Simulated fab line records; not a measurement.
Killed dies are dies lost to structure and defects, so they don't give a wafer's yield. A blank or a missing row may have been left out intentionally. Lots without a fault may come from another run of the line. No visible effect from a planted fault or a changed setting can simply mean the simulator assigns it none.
Chamber matching -- flow n5-finfet -- 4 sister chambers for N5_SDB_ALD_29 on ald-sin-02
The step deposits SiNx, target thk 30 nm, pulse time 1 s, ald cycles 600. 4 wafers are shown with their chamber, then 9 later ones without.

## WAFERS WITH THEIR CHAMBER
wafer,chamber,heater-power-w (W)
L088.1,0,866
L088.4,3,813
L089.4,2,776
L089.5,1,898

## WAFERS MISSING THEIR CHAMBER
wafer,heater-power-w (W)
L090.1,873
L090.4,797
L090.6,796
L092.3,904
L092.5,890
L092.6,887
L094.2,807
L094.4,868
L094.5,781

## EACH ONE'S CHAMBER
wafer,from the rows above,in truth
L090.1,can't be placed: 0 or 1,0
L090.4,can't be placed: 3 or 2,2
L090.6,can't be placed: 3 or 2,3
L092.3,1,1
L092.5,can't be placed: 1 or 0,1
L092.6,can't be placed: 1 or 0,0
L094.2,3,3
L094.4,0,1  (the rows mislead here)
L094.5,2,2
3 of 9 placed correctly. Cannot be placed on the basis of these rows: 5; the candidates contain the true chamber in 5. Number placed wrongly: 1.
How it was worked out, from the rows above alone: a wafer's distance from a chamber is the root of the sum, over the readings, of the square of ((its reading less the chamber's mean) divided by the reading's scatter). The wafer belongs to the nearest chamber; if the next one is less than 2 further off, it can't be placed. For every chamber, the mean is computed from those of its wafers that are shown. The scatter (one wafer shown for each chamber): square how far every hidden wafer sits from the nearest shown wafer, average those squares and take the square root.
